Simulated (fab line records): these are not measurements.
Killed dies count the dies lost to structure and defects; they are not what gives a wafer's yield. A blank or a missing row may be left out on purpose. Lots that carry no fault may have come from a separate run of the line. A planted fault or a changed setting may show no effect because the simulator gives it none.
fab line records	flow nandHarc
[record] lots = 24	wafers = 72	lastDay = 33
route steps=1302 shown A_CONTACT@1081 A_BLC@1122 A_M0@1147
lots that met no fault: taken from a fault-free run of the same line
startH: hours from the record's first day to the start of the lot's first wafer shown	waitH: hours since the lot's step before	" as in the row above	L1.1+2: several wafers, shown together as one row	- either no value or no given start	* or withheld: withheld	< > ~ a bound
route shown NAME@n: NAME is a module with steps in the file, n the number in the route of the first one	usual: average and standard deviation across the fault-free wafers	same: alike in all rows	chamber/n: place in a boat	sites: readings site by site	_std_site: how widely they spread, as a standard deviation	_edge_site: outer sites' mean less inner sites'	radiusMm: for every site, how far away it sits from the centre of the wafer	mask NAME#n: copy n	behind: the most recent tool/chamber to have shaped the wafer	hold: what put the lot on hold/how long, in hours/how the hold closed	device: transistor that didn't switch, given as n, p or np	end of line: tests of these same wafers at the route's end	where a step has no rows: the recipe by itself	killed: not the wafer's yield, but the dies lost to structure and defects at the first sort	map: dies across one wafer; x = killed, . = not, _ = none there
set.NAME: the run value of the setting; set.NAME@STEP: its run value at that earlier step	model.NAME: the simulator's own value behind a step, which no gauge read
a sample of lots followed through the steps of the route, with each step as a table and each wafer as a row
services: when a tool's chamber went out of use (startH, in hours from the record's first day, below 0 if earlier), for how many hours, and the reason
[[steps]]
[step NHARC_A_CONTACT_DESCUM_13]
[recipe] timeS = 3	o2FlowSccm = 200	arFlowSccm = 0	biasPowerW = 0	chemistry = O2
[usual] drypumpMotorCurrentA = 5.4/0.31	oesProductAu = 1.003/0.0096	rfVppV = 57.9/0.88	showerheadPlenumPTorr = 1.95/0.052	throttleValvePct = 11.312/0.0098
lot.wafer	tool	chamber	startH	waitH	drypumpMotorCurrentA	oesProductAu	rfHoursCounterH	rfVppV	showerheadPlenumPTorr	throttleValvePct
L074.3	rieDiel-04	2	517.14	0.1	5.2	1.006	26	57.8	1.99	11.318
L074.2	"	0	"	"	5.4	1.005	26	57.0	1.99	11.321
L074.5	"	2	"	"	5.2	1.000	-	56.6	1.99	11.307
L077.2	rieDiel-04	0	522.81	0.1	5.4	1.009	27	57.9	1.99	11.316
L077.1	"	1	"	"	5.4	0.995	28	56.9	1.91	11.317
L077.5	"	1	"	"	5.4	0.997	-	57.6	1.91	11.298
L075.4	rieDiel-11	2	523.55	0.1	5.4	1.007	22	58.5	2.05	11.320
L075.1	"	3	"	"	5.8	1.005	28	58.5	1.86	11.317
L075.6	"	2	"	"	5.4	0.999	-	59.0	2.05	11.305
L076.4	rieDiel-11	1	532.35	0.1	6.1	0.995	31	59.5	2.07	11.323
L076.2	"	2	"	"	5.5	1.006	24	57.6	2.05	11.327
L076.5	"	0	"	"	6.2	1.003	-	57.7	2.02	11.310
L078.2	rieDiel-04	3	549.86	0.1	5.3	0.995	0	58.8	1.95	11.311
L078.5	"	1	"	"	5.4	1.003	-	58.9	1.91	11.310
L078.6	"	2	"	"	5.2	1.006	-	57.2	1.99	11.309
L079.4	rieDiel-04	3	576.94	0.1	5.3	1.002	4	57.1	1.95	11.325
L079.3	"	0	"	"	5.5	1.021	3	57.2	1.99	11.315
L079.5	"	2	"	"	5.2	1.013	-	57.2	1.98	11.294
L081.2	rieDiel-04	1	590.76	0.3	5.4	1.002	6	57.8	1.91	11.320
L081.4	"	2	"	"	5.2	1.014	8	58.1	1.98	11.311
L081.5	"	3	"	"	5.3	1.014	-	57.8	1.95	11.293
L080.2	rieDiel-04	2	597.45	0.1	5.2	1.006	9	58.4	1.98	11.314
L080.3	"	1	"	"	5.4	1.013	7	57.4	1.91	11.326
L080.5	"	3	"	"	5.3	1.011	-	57.7	1.95	11.298
L084.3	rieDiel-04	0	605.89	0.1	5.4	0.995	8	58.6	1.99	11.296
L084.1	"	2	"	"	5.2	0.997	10	58.8	1.98	11.306
L084.6	"	3	"	"	5.3	0.998	-	55.9	1.95	11.325
L083.1	rieDiel-04	3	607.66	0.1	5.3	1.000	12	58.5	1.95	11.311
L083.4	"	0	"	"	5.4	0.998	9	57.7	1.99	11.313
L083.6	"	2	"	"	5.2	1.001	-	57.7	1.98	11.316
L085.4	rieDiel-04	3	612.62	0.1	5.3	1.001	13	58.6	1.95	11.330
L085.3	"	0	"	"	5.4	0.996	11	57.4	1.99	11.316
L085.5	"	3	"	"	5.3	1.004	-	58.8	1.95	11.313
L082.2	rieDiel-04	0	616.17	0.1	5.4	1.005	12	57.7	1.99	11.315
L082.5	"	2	"	"	5.2	1.021	-	58.6	1.98	11.309
L082.6	"	3	"	"	5.3	1.008	-	57.1	1.95	11.320
L088.1	rieDiel-06	2	639.82	0.1	5.1	0.991	53	58.3	1.89	11.321
L088.4	"	0	"	"	6.1	0.992	44	58.9	1.91	11.322
L088.5	"	2	"	"	5.1	0.989	-	58.1	1.89	11.309
L087.2	rieDiel-04	1	642.67	0.1	5.4	1.012	19	57.4	1.90	11.311
L087.1	"	2	"	"	5.2	1.012	21	59.0	1.98	11.308
L087.6	"	1	"	"	5.4	1.008	-	58.5	1.90	11.300
L086.3	rieDiel-04	2	644.85	0.1	5.2	1.001	22	57.8	1.98	11.324
L086.4	"	1	"	"	5.4	1.010	-	57.2	1.90	11.310
L086.6	"	2	"	"	5.2	1.003	-	58.0	1.98	11.307
L089.1	rieDiel-11	2	653.58	0.1	5.4	1.008	11	58.6	2.03	11.328
L089.2	"	3	"	"	5.9	1.013	11	58.7	1.85	11.314
L089.5	"	3	"	"	5.8	1.018	-	56.9	1.85	11.316
L090.3	rieDiel-04	0	660.03	0.1	5.4	1.013	21	57.6	1.98	11.299
L090.1	"	1	"	"	5.4	0.996	22	56.6	1.90	11.324
L090.4	"	3	"	"	5.3	0.999	24	59.2	1.94	11.322
L093.3	rieDiel-06	2	687.43	0.1	5.1	0.977	7	57.9	1.88	11.324
L093.2	"	0	"	"	6.0	0.986	7	57.3	1.91	11.319
L093.5	"	3	"	"	6.0	0.996	-	57.3	1.87	11.299
L092.1	rieDiel-04	3	690.99	0.1	5.3	1.005	30	58.0	1.94	11.319
L092.2	"	0	"	"	5.4	1.005	27	57.5	1.98	11.328
L092.3	"	1	"	"	5.4	1.002	29	58.4	1.90	11.312
L091.2	rieDiel-04	0	694.71	0.1	5.5	1.018	29	58.7	1.98	11.318
L091.5	"	3	"	"	5.3	1.009	-	58.7	1.94	11.303
L091.6	"	0	"	"	5.4	1.015	-	59.0	1.98	11.318
L094.1	rieDiel-04	2	700.29	0.1	5.2	1.008	33	56.9	1.98	11.292
L094.4	"	0	"	"	5.4	1.014	29	58.4	1.98	11.294
L094.5	"	3	"	"	5.3	0.999	-	57.3	1.94	11.298
L095.4	rieDiel-04	1	725.77	0.1	5.4	1.004	1	57.0	1.90	11.318
L095.1	"	2	"	"	5.2	0.984	1	57.8	1.97	11.302
L095.5	"	1	"	"	5.4	1.009	-	56.0	1.90	11.309
L096.1	rieDiel-04	3	728.26	0.1	5.3	1.021	2	58.3	1.94	11.305
L096.5	"	0	"	"	5.4	1.016	-	58.4	1.98	11.320
L096.6	"	1	"	"	5.4	1.023	-	58.0	1.90	11.319
L097.1	rieDiel-11	1	743.26	0.1	6.1	0.990	34	58.7	2.05	11.305
L097.3	"	2	"	"	5.5	0.998	41	59.4	2.02	11.337
L097.4	"	0	"	"	6.3	0.974	38	57.8	2.00	11.323
[step NHARC_A_CONTACT_ETCH_92]
[recipe] targetDepthA = 400	overEtchFrac = 0.5	timeS = 85.7	ionEnergyEv = 120	ch3fFlowSccm = 50	o2FlowSccm = 30	arFlowSccm = 200	rfW = 500	biasW = 100	chemistry = CH3F/O2
[usual] biasW = 100.0/0.33	drypumpMotorCurrentA = 5.6/0.39	oesProductAu = 0.935/0.024	rfVppV = 245.1/1.3	showerheadPlenumPTorr = 2.51/0.079	throttleValvePct = 20.665/0.0093
lot.wafer	tool	chamber	startH	waitH	biasW	drypumpMotorCurrentA	oesProductAu	rfHoursCounterH	rfVppV	showerheadPlenumPTorr	throttleValvePct
L074.2	rieDiel-06	0	520.23	0.5	99.9	6.1	0.920	7	244.6	2.47	20.661
L074.3	"	1	"	"	100.0	6.2	0.917	7	244.1	2.41	20.663
L074.5	"	3	"	"	100.4	6.0	0.921	-	244.6	2.43	20.654
L077.1	rieDiel-11	2	525.80	0.5	99.8	5.5	0.931	23	246.7	2.62	20.651
L077.2	"	0	"	"	100.4	6.2	0.927	28	246.7	2.60	20.667
L077.5	"	1	"	"	100.0	6.1	0.927	-	245.7	2.65	20.650
L075.4	rieDiel-11	0	526.52	0.4	100.2	6.3	0.919	28	247.3	2.60	20.655
L075.1	"	1	"	"	99.5	6.1	0.928	30	246.9	2.65	20.654
L075.6	"	0	"	"	99.8	6.2	0.923	-	246.9	2.60	20.684
L076.2	rieDiel-06	2	535.83	0.5	99.9	5.1	0.994	21	243.4	2.44	20.678
L076.4	"	1	"	"	100.5	6.2	0.984	17	242.2	2.41	20.673
L076.5	"	3	"	"	99.7	6.0	1.006	-	243.1	2.42	20.665
L078.2	rieDiel-11	3	552.82	0.5	100.3	5.9	0.922	34	243.8	2.39	20.660
L078.6	"	3	"	"	100.4	5.9	0.931	-	243.3	2.39	20.670
L078.5	"	0	"	"	100.1	6.2	0.924	-	243.8	2.59	20.674
L079.4	rieDiel-11	0	579.94	0.5	100.2	6.2	0.983	41	244.8	2.59	20.679
L079.3	"	1	"	"	99.7	6.1	0.991	45	247.1	2.64	20.661
L079.5	"	0	"	"	100.2	6.2	0.978	-	246.0	2.59	20.667
L081.2	rieDiel-11	3	593.72	0.5	99.7	5.9	0.920	47	244.3	2.38	20.670
L081.4	"	1	"	"	99.9	6.1	0.928	49	247.8	2.64	20.667
L081.5	"	2	"	"	99.7	5.5	0.914	-	245.9	2.62	20.647
L080.3	rieDiel-11	1	600.41	0.4	99.7	6.1	1.003	51	248.3	2.64	20.683
L080.2	"	2	"	"	100.1	5.5	1.001	46	245.9	2.61	20.672
L080.5	"	1	"	"	100.2	6.1	1.000	-	246.7	2.64	20.659
L084.1	rieDiel-04	0	609.11	0.7	99.6	5.5	0.930	10	246.1	2.55	20.654
L084.3	"	2	"	"	100.4	5.2	0.940	12	245.1	2.54	20.658
L084.6	"	3	"	"	100.3	5.3	0.932	-	245.4	2.50	20.662
L083.1	rieDiel-04	3	611.15	0.5	100.3	5.3	0.924	13	246.2	2.50	20.668
L083.4	"	0	"	"	100.2	5.4	0.925	11	244.9	2.55	20.677
L083.6	"	3	"	"	100.2	5.3	0.922	-	245.6	2.50	20.683
L085.3	rieDiel-04	3	615.69	0.4	99.9	5.3	0.927	14	245.7	2.50	20.671
L085.4	"	2	"	"	99.9	5.2	0.931	13	246.4	2.54	20.663
L085.5	"	0	"	"	99.7	5.4	0.928	-	246.7	2.55	20.656
L082.2	rieDiel-04	0	619.24	0.5	100.1	5.4	0.927	12	245.2	2.55	20.665
L082.5	"	3	"	"	100.0	5.3	0.932	-	245.1	2.50	20.667
L082.6	"	0	"	"	99.6	5.4	0.940	-	244.7	2.55	20.660
L088.1	rieDiel-06	2	643.38	0.6	99.9	5.0	0.921	54	243.8	2.42	20.661
L088.5	"	3	"	"	99.9	6.0	0.930	-	244.3	2.41	20.667
L088.4	"	0	"	"	99.6	6.1	0.915	-	245.3	2.46	20.657
L087.1	rieDiel-04	1	645.83	0.5	99.5	5.4	0.937	21	244.0	2.44	20.644
L087.2	"	0	"	"	99.8	5.5	0.930	20	246.3	2.55	20.678
L087.6	"	2	"	"	100.3	5.2	0.933	-	246.6	2.54	20.673
L086.4	rieDiel-04	2	647.80	0.4	100.3	5.2	0.938	23	245.3	2.54	20.667
L086.3	"	1	"	"	100.0	5.4	0.926	21	244.7	2.44	20.670
L086.6	"	3	"	"	100.0	5.3	0.937	-	243.9	2.49	20.679
L089.2	rieDiel-06	3	656.55	0.5	100.0	6.0	0.931	60	243.0	2.41	20.664
L089.1	"	2	"	"	99.8	5.0	0.925	60	243.9	2.42	20.665
L089.5	"	2	"	"	99.8	5.0	0.914	-	245.3	2.42	20.662
L090.3	rieDiel-04	2	663.40	0.8	100.3	5.2	0.933	25	244.7	2.54	20.662
L090.4	"	3	"	"	100.1	5.3	0.935	24	246.9	2.49	20.668
L090.1	"	1	"	"	99.4	5.4	0.934	23	245.3	2.44	20.658
L093.3	rieDiel-06	0	690.62	0.4	100.6	6.1	0.921	8	242.8	2.45	20.656
L093.2	"	2	"	"	100.3	5.0	0.905	8	243.6	2.42	20.653
L093.5	"	2	"	"	100.3	5.1	0.907	-	243.4	2.42	20.660
L092.2	rieDiel-04	0	693.96	0.5	99.3	5.5	0.936	28	245.9	2.54	20.666
L092.1	"	1	"	"	100.2	5.4	0.932	30	243.2	2.44	20.664
L092.3	"	3	"	"	100.1	5.3	0.925	32	245.1	2.49	20.662
L091.2	rieDiel-04	2	697.81	0.6	100.1	5.2	0.933	33	245.0	2.54	20.664
L091.6	"	3	"	"	100.2	5.3	0.934	-	244.8	2.49	20.667
L091.5	"	0	"	"	99.7	5.4	0.935	-	244.1	2.54	20.672
L094.4	rieDiel-04	2	703.27	0.4	100.0	5.2	0.936	33	245.6	2.54	20.665
L094.1	"	3	"	"	99.2	5.3	0.947	33	244.2	2.49	20.665
L094.5	"	2	"	"	99.9	5.2	0.943	-	245.2	2.54	20.657
L095.1	rieDiel-11	2	728.79	0.5	99.7	5.5	0.924	37	246.8	2.60	20.649
L095.4	"	0	"	"	100.0	6.2	0.920	34	246.4	2.57	20.686
L095.5	"	2	"	"	99.5	5.5	0.927	-	246.5	2.60	20.659
L096.1	rieDiel-11	3	731.25	0.5	99.5	5.9	0.934	40	245.0	2.37	20.666
L096.6	"	0	"	"	99.8	6.2	0.913	-	244.7	2.57	20.670
L096.5	"	1	"	"	100.3	6.1	0.922	-	246.3	2.62	20.663
L097.1	rieDiel-04	3	746.26	0.5	99.7	5.3	0.929	6	244.5	2.49	20.667
L097.3	"	0	"	"	99.8	5.4	0.942	6	245.3	2.54	20.666
L097.4	"	1	"	"	100.5	5.4	0.934	5	245.3	2.44	20.669
[step NHARC_A_BLC_ETCH_17]
[recipe] targetDepthA = 3900	overEtchFrac = 0.25	timeS = 609.38	ionEnergyEv = 200	n2FlowSccm = 150	h2FlowSccm = 150	arFlowSccm = 0	rfW = 400	biasW = 150	chemistry = N2/H2
[usual] biasW = 150.0/0.45	drypumpMotorCurrentA = 5.8/0.38	oesProductAu = 0.998/0.0092	rfVppV = 430/3.2	showerheadPlenumPTorr = 2.04/0.11	throttleValvePct = 14.171/0.0081
lot.wafer	tool	chamber	startH	waitH	biasW	drypumpMotorCurrentA	oesProductAu	rfHoursCounterH	rfVppV	showerheadPlenumPTorr	throttleValvePct
L074.2	rieDiel-12	1	-	-	150.8	5.8	1.009	5	433	2.13	14.163
L074.3	"	3	"	"	150.0	6.1	0.989	6	428	1.93	14.183
L074.5	"	1	"	"	151.2	5.8	1.004	-	432	2.13	14.168
L077.2	rieDiel-13	1	-	-	150.4	5.6	1.002	0	426	1.89	14.176
L077.1	"	3	"	"	149.9	5.4	0.999	0	429	1.98	14.162
L077.5	"	1	"	"	149.5	5.6	1.005	-	424	1.89	14.176
L075.1	rieDiel-12	3	-	-	149.9	6.1	0.998	7	428	1.93	14.165
L075.4	"	0	"	"	150.5	6.1	0.986	7	431	2.10	14.167
L075.6	"	2	"	"	149.5	5.8	0.996	-	432	2.16	14.168
L076.2	rieDiel-12	0	-	-	150.0	6.1	0.978	7	433	2.10	14.157
L076.4	"	2	"	"	150.3	5.9	0.997	8	433	2.16	14.178
L076.5	"	0	"	"	149.6	6.0	0.994	-	434	2.10	14.183
L078.2	rieDiel-12	1	-	-	150.3	5.9	1.010	9	434	2.13	14.174
L078.5	"	2	"	"	150.3	5.9	0.997	-	435	2.16	14.178
L078.6	"	3	"	"	149.5	6.1	0.992	-	427	1.93	14.177
L079.3	rieDiel-13	2	-	-	150.5	5.0	1.000	4	428	1.94	14.163
L079.4	"	3	"	"	149.4	5.4	1.001	3	427	1.98	14.170
L079.5	"	0	"	"	150.0	6.2	0.993	-	436	2.20	14.174
L081.4	rieDiel-13	3	-	-	149.8	5.4	0.991	4	430	1.98	14.175
L081.2	"	0	"	"	150.4	6.2	1.001	4	434	2.20	14.170
L081.5	"	1	"	"	150.3	5.6	0.989	-	427	1.89	14.171
L080.3	rieDiel-13	2	-	-	149.6	5.0	1.002	5	428	1.94	14.176
L080.2	"	0	"	"	149.9	6.2	1.005	4	434	2.20	14.186
L080.5	"	3	"	"	149.7	5.4	1.000	-	429	1.98	14.171
L084.1	rieDiel-12	0	-	-	149.7	6.0	1.004	12	432	2.10	14.166
L084.3	"	3	"	"	149.0	6.1	0.993	13	428	1.93	14.160
L084.6	"	1	"	"	149.8	5.8	1.009	-	434	2.13	14.173
L083.4	rieDiel-12	2	-	-	150.0	5.8	0.992	14	434	2.16	14.171
L083.1	"	0	"	"	149.9	6.0	1.007	12	432	2.10	14.181
L083.6	"	3	"	"	149.9	6.1	1.013	-	429	1.93	14.162
L085.3	rieDiel-13	1	-	-	149.8	5.6	1.001	7	426	1.89	14.157
L085.4	"	3	"	"	149.7	5.4	0.993	5	430	1.98	14.190
L085.5	"	2	"	"	150.5	5.0	1.002	-	427	1.94	14.177
L082.2	rieDiel-13	3	-	-	149.9	5.4	0.993	6	430	1.98	14.159
L082.5	"	1	"	"	149.9	5.6	0.990	-	427	1.89	14.165
L082.6	"	2	"	"	149.4	5.0	0.986	-	427	1.94	14.169
L088.4	rieDiel-13	1	-	-	150.0	5.6	0.987	9	427	1.89	14.170
L088.1	"	0	"	"	150.1	6.2	0.997	7	433	2.19	14.164
L088.5	"	2	"	"	150.2	5.0	1.003	-	428	1.94	14.171
L087.2	rieDiel-12	2	-	-	150.1	5.9	1.003	1	434	2.16	14.179
L087.1	"	0	"	"	150.2	6.0	0.994	1	433	2.10	14.188
L087.6	"	1	"	"	150.6	5.8	0.981	-	433	2.13	14.164
L086.3	rieDiel-13	1	-	-	150.0	5.6	0.984	10	425	1.89	14.170
L086.4	"	3	"	"	150.3	5.4	0.979	8	428	1.98	14.171
L086.6	"	2	"	"	150.8	5.0	0.984	-	428	1.94	14.170
L089.1	rieDiel-12	3	-	-	150.6	6.1	1.011	1	428	1.93	14.153
L089.2	"	1	"	"	149.3	5.8	0.988	3	432	2.12	14.156
L089.5	"	3	"	"	150.8	6.1	1.013	-	428	1.93	14.167
L090.4	rieDiel-13	3	-	-	149.6	5.4	0.984	9	431	1.98	14.158
L090.3	"	0	"	"	149.3	6.2	0.998	9	435	2.19	14.168
L090.1	"	1	"	"	149.9	5.6	0.987	11	426	1.89	14.168
L093.3	rieDiel-12	0	-	-	150.5	6.0	1.017	5	432	2.10	14.174
L093.2	"	2	"	"	150.4	5.8	1.007	4	433	2.16	14.175
L093.5	"	0	"	"	149.9	6.1	1.006	-	431	2.10	14.175
L092.3	rieDiel-07	2	-	-	149.7	5.7	1.007	13	433	2.13	14.165
L092.1	"	0	"	"	150.2	6.2	1.005	11	426	1.90	14.173
L092.2	"	1	"	"	150.2	6.7	1.000	12	434	2.21	14.159
L091.2	rieDiel-07	1	-	-	149.4	6.6	0.997	13	435	2.21	14.171
L091.6	"	3	"	"	149.6	5.6	1.016	-	429	1.95	14.168
L091.5	"	0	"	"	150.2	6.2	1.007	-	427	1.90	14.171
L094.4	rieDiel-12	0	-	-	150.7	6.1	1.000	7	432	2.10	14.180
L094.1	"	2	"	"	150.1	5.8	1.000	6	433	2.16	14.151
L094.5	"	0	"	"	150.0	6.0	0.996	-	432	2.10	14.173
L095.4	rieDiel-12	1	-	-	149.5	5.8	0.995	9	433	2.12	14.185
L095.1	"	0	"	"	149.9	6.0	0.996	9	432	2.10	14.165
L095.5	"	1	"	"	149.4	5.8	0.988	-	433	2.12	14.171
L096.1	rieDiel-13	2	-	-	150.0	5.0	0.991	2	428	1.94	14.168
L096.5	"	1	"	"	149.8	5.6	1.004	-	427	1.88	14.162
L096.6	"	2	"	"	149.8	5.0	0.992	-	428	1.94	14.177
L097.3	rieDiel-13	0	-	-	150.4	6.2	1.006	3	434	2.19	14.164
L097.1	"	1	"	"	150.7	5.6	1.003	3	425	1.88	14.173
L097.4	"	2	"	"	150.2	5.1	1.002	3	427	1.94	14.171
[step NHARC_A_BLC_PVD_32]
[recipe] targetThkA = 50	chamberPressurePa = 5	powerW = 5000	substrateTempC = 200	timeS = 17.7	material = Ti
[usual] throttleValvePct = 30.2/0.93
lot.wafer	tool	chamber	startH	waitH	throttleValvePct
L074.2	pvdSputter-02	-	-	-	30.2
L074.3	"	-	"	"	31.0
L074.5	"	-	"	"	30.3
L077.1	pvdSputter-02	-	-	-	31.0
L077.2	"	-	"	"	30.1
L077.5	"	-	"	"	30.5
L075.1	pvdSputter-01	-	-	-	31.2
L075.4	"	-	"	"	29.5
L075.6	"	-	"	"	29.4
L076.4	pvdSputter-01	-	-	-	29.5
L076.2	"	-	"	"	28.1
L076.5	"	-	"	"	29.3
L078.2	pvdSputter-03	-	-	-	30.8
L078.5	"	-	"	"	30.0
L078.6	"	-	"	"	30.9
L079.4	pvdSputter-02	-	-	-	30.1
L079.3	"	-	"	"	31.1
L079.5	"	-	"	"	30.1
L081.2	pvdSputter-03	-	-	-	30.3
L081.4	"	-	"	"	31.0
L081.5	"	-	"	"	30.2
L080.3	pvdSputter-03	-	-	-	30.3
L080.2	"	-	"	"	29.7
L080.5	"	-	"	"	31.0
L084.1	pvdSputter-02	-	-	-	30.4
L084.3	"	-	"	"	30.3
L084.6	"	-	"	"	30.8
L083.4	pvdSputter-02	-	-	-	31.2
L083.1	"	-	"	"	30.3
L083.6	"	-	"	"	30.2
L085.3	pvdSputter-03	-	-	-	30.2
L085.4	"	-	"	"	30.9
L085.5	"	-	"	"	30.5
L082.2	pvdSputter-02	-	-	-	30.9
L082.5	"	-	"	"	30.4
L082.6	"	-	"	"	31.1
L088.1	pvdSputter-02	-	-	-	31.2
L088.4	"	-	"	"	30.8
L088.5	"	-	"	"	31.5
L087.2	pvdSputter-02	-	-	-	30.9
L087.1	"	-	"	"	29.8
L087.6	"	-	"	"	31.1
L086.4	pvdSputter-02	-	-	-	29.9
L086.3	"	-	"	"	30.8
L086.6	"	-	"	"	29.8
L089.2	pvdSputter-02	-	-	-	30.9
L089.1	"	-	"	"	31.3
L089.5	"	-	"	"	29.7
L090.1	pvdSputter-01	-	-	-	29.2
L090.4	"	-	"	"	30.3
L090.3	"	-	"	"	29.4
L093.2	pvdSputter-02	-	-	-	29.8
L093.3	"	-	"	"	31.6
L093.5	"	-	"	"	29.7
L092.3	pvdSputter-02	-	-	-	31.5
L092.1	"	-	"	"	29.6
L092.2	"	-	"	"	29.8
L091.2	pvdSputter-03	-	-	-	30.1
L091.5	"	-	"	"	30.5
L091.6	"	-	"	"	30.8
L094.1	pvdSputter-02	-	-	-	31.1
L094.4	"	-	"	"	29.9
L094.5	"	-	"	"	29.6
L095.1	pvdSputter-01	-	-	-	30.6
L095.4	"	-	"	"	29.4
L095.5	"	-	"	"	30.4
L096.1	pvdSputter-03	-	-	-	27.8
L096.5	"	-	"	"	29.2
L096.6	"	-	"	"	27.8
L097.3	pvdSputter-01	-	-	-	29.6
L097.4	"	-	"	"	30.4
L097.1	"	-	"	"	30.5
[step NHARC_A_BLC_INSPECT_28]
[usual] rawDefectCount = 504/120
lot.wafer	tool	chamber	startH	waitH	rawDefectCount
L074.2	defectInspect-02	-	526.92	0.1	436
L074.3	"	-	"	"	422
L074.5	"	-	"	"	458
L077.1	defectInspect-01	-	531.97	0.1	376
L077.2	"	-	"	"	317
L077.5	"	-	"	"	370
L075.1	defectInspect-02	-	532.83	0.1	564
L075.4	"	-	"	"	494
L075.6	"	-	"	"	424
L076.2	defectInspect-02	-	542.17	0.1	518
L076.4	"	-	"	"	567
L076.5	"	-	"	"	560
L078.2	defectInspect-01	-	559.11	0.1	514
L078.5	"	-	"	"	616
L078.6	"	-	"	"	642
L079.3	defectInspect-01	-	586.37	0.1	516
L079.4	"	-	"	"	474
L079.5	"	-	"	"	641
L081.2	defectInspect-02	-	599.98	0.1	545
L081.4	"	-	"	"	589
L081.5	"	-	"	"	480
L080.2	defectInspect-02	-	606.67	0.1	485
L080.3	"	-	"	"	757
L080.5	"	-	"	"	440
L084.1	defectInspect-02	-	615.41	0.1	428
L084.3	"	-	"	"	383
L084.6	"	-	"	"	465
L083.1	defectInspect-01	-	617.46	0.1	347
L083.4	"	-	"	"	481
L083.6	"	-	"	"	518
L085.3	defectInspect-02	-	621.87	0.1	501
L085.4	"	-	"	"	415
L085.5	"	-	"	"	398
L082.2	defectInspect-01	-	625.54	0.1	407
L082.5	"	-	"	"	483
L082.6	"	-	"	"	630
L088.1	defectInspect-02	-	649.67	0.1	467
L088.4	"	-	"	"	605
L088.5	"	-	"	"	318
L087.1	defectInspect-02	-	652.51	0.1	564
L087.2	"	-	"	"	666
L087.6	"	-	"	"	676
L086.3	defectInspect-02	-	654.12	0.1	480
L086.4	"	-	"	"	618
L086.6	"	-	"	"	911
L089.1	defectInspect-02	-	662.79	0.1	486
L089.2	"	-	"	"	381
L089.5	"	-	"	"	355
L090.1	defectInspect-02	-	669.76	0.1	358
L090.3	"	-	"	"	348
L090.4	"	-	"	"	353
L093.2	defectInspect-02	-	696.99	0.1	431
L093.3	"	-	"	"	488
L093.5	"	-	"	"	424
L092.1	defectInspect-01	-	700.11	0.1	490
L092.2	"	-	"	"	440
L092.3	"	-	"	"	496
L091.2	defectInspect-01	-	704.21	0.1	528
L091.5	"	-	"	"	524
L091.6	"	-	"	"	429
L094.1	defectInspect-01	-	709.54	0.1	553
L094.4	"	-	"	"	647
L094.5	"	-	"	"	441
L095.1	defectInspect-01	-	734.93	0.1	572
L095.4	"	-	"	"	477
L095.5	"	-	"	"	476
L096.1	defectInspect-01	-	737.49	0.1	510
L096.5	"	-	"	"	536
L096.6	"	-	"	"	714
L097.1	defectInspect-01	-	752.40	0.1	418
L097.3	"	-	"	"	457
L097.4	"	-	"	"	596
[step NHARC_A_M0_CD_MEAS_09]
[recipe] targetCdNm = 80	landingEnergyEv = 500
[usual] cdNm = 79.6/0.64
lot.wafer	tool	chamber	startH	waitH	cdNm
L074.2	cdSem-01	0	527.70	-	79.8
L074.3	"	0	"	"	80.4
L074.5	"	0	"	"	80.2
L077.1	cdSem-02	0	532.86	-	80.8
L077.2	"	0	"	"	80.4
L077.5	"	0	"	"	80.8
L075.1	cdSem-01	0	533.74	-	80.8
L075.4	"	0	"	"	79.9
L075.6	"	0	"	"	80.5
L076.2	cdSem-01	0	542.95	-	80.3
L076.4	"	0	"	"	80.0
L076.5	"	0	"	"	80.1
L078.2	cdSem-03	0	559.89	-	80.4
L078.5	"	0	"	"	80.2
L078.6	"	0	"	"	80.2
L079.3	cdSem-01	0	587.27	-	79.8
L079.4	"	0	"	"	79.2
L079.5	"	0	"	"	79.3
L081.2	cdSem-03	0	600.89	-	80.0
L081.4	"	0	"	"	79.7
L081.5	"	0	"	"	79.6
L080.2	cdSem-01	0	607.45	-	78.9
L080.3	"	0	"	"	79.5
L080.5	"	0	"	"	78.8
L084.1	cdSem-02	0	616.19	-	79.0
L084.3	"	0	"	"	79.5
L084.6	"	0	"	"	80.1
L083.1	cdSem-02	0	618.23	-	80.5
L083.4	"	0	"	"	79.6
L083.6	"	0	"	"	79.8
L085.3	cdSem-03	0	622.78	-	79.9
L085.4	"	0	"	"	79.8
L085.5	"	0	"	"	79.4
L082.2	cdSem-02	0	626.44	-	79.9
L082.5	"	0	"	"	79.7
L082.6	"	0	"	"	79.3
L088.1	cdSem-02	0	650.57	-	79.6
L088.4	"	0	"	"	79.2
L088.5	"	0	"	"	79.0
L087.1	cdSem-02	0	653.41	-	79.1
L087.2	"	0	"	"	79.3
L087.6	"	0	"	"	78.7
L086.3	cdSem-01	0	654.91	-	78.9
L086.4	"	0	"	"	78.6
L086.6	"	0	"	"	79.2
L089.1	cdSem-02	0	663.57	-	78.7
L089.2	"	0	"	"	79.2
L089.5	"	0	"	"	79.5
L090.1	cdSem-02	0	670.67	-	78.9
L090.3	"	0	"	"	79.2
L090.4	"	0	"	"	79.3
L093.2	cdSem-02	0	697.89	-	79.3
L093.3	"	0	"	"	79.3
L093.5	"	0	"	"	79.1
L092.1	cdSem-02	0	701.01	-	79.4
L092.2	"	0	"	"	79.1
L092.3	"	0	"	"	79.7
L091.2	cdSem-03	0	705.11	-	81.0
L091.5	"	0	"	"	81.0
L091.6	"	0	"	"	81.1
L094.1	cdSem-03	0	710.44	-	80.0
L094.4	"	0	"	"	80.8
L094.5	"	0	"	"	80.8
L095.1	cdSem-03	0	735.99	-	80.2
L095.4	"	0	"	"	79.3
L095.5	"	0	"	"	79.4
L096.1	cdSem-02	0	738.39	-	78.7
L096.5	"	0	"	"	79.9
L096.6	"	0	"	"	79.3
L097.1	cdSem-01	0	753.30	-	78.0
L097.3	"	0	"	"	78.8
L097.4	"	0	"	"	78.7
[[services]]
tool	chamber	startH	hours	kind
rieDiel-13	-	519.00	9.0	pm
pvdSputter-03	-	519.92	17.3	repair
rieDiel-11	-	521.51	1.2	repair
rieDiel-04	-	531.90	9.0	pm
rieDiel-04	2	545.41	3.6	repair
rieDiel-06	1	570.09	5.1	repair
rieDiel-06	-	574.03	0.3	repair
rieDiel-12	-	591.26	2.0	repair
rieDiel-06	0	599.61	6.3	repair
rieDiel-06	1	602.26	2.7	repair
rieDiel-11	-	610.04	9.0	pm
rieDiel-12	-	622.69	9.0	pm
rieDiel-13	0	627.45	7.4	repair
pvdSputter-02	-	638.00	10.0	pm
rieDiel-12	3	638.22	12.7	repair
rieDiel-06	1	640.38	96.4	repair
rieDiel-06	-	661.33	9.0	pm
rieDiel-12	2	677.50	13.9	repair
rieDiel-12	1	678.13	6.6	repair
rieDiel-13	1	679.26	9.6	repair
rieDiel-04	0	681.85	8.3	repair
rieDiel-13	2	688.12	7.1	repair
rieDiel-13	-	696.00	9.0	pm
rieDiel-04	-	708.90	9.0	pm
[[key]]
fault none
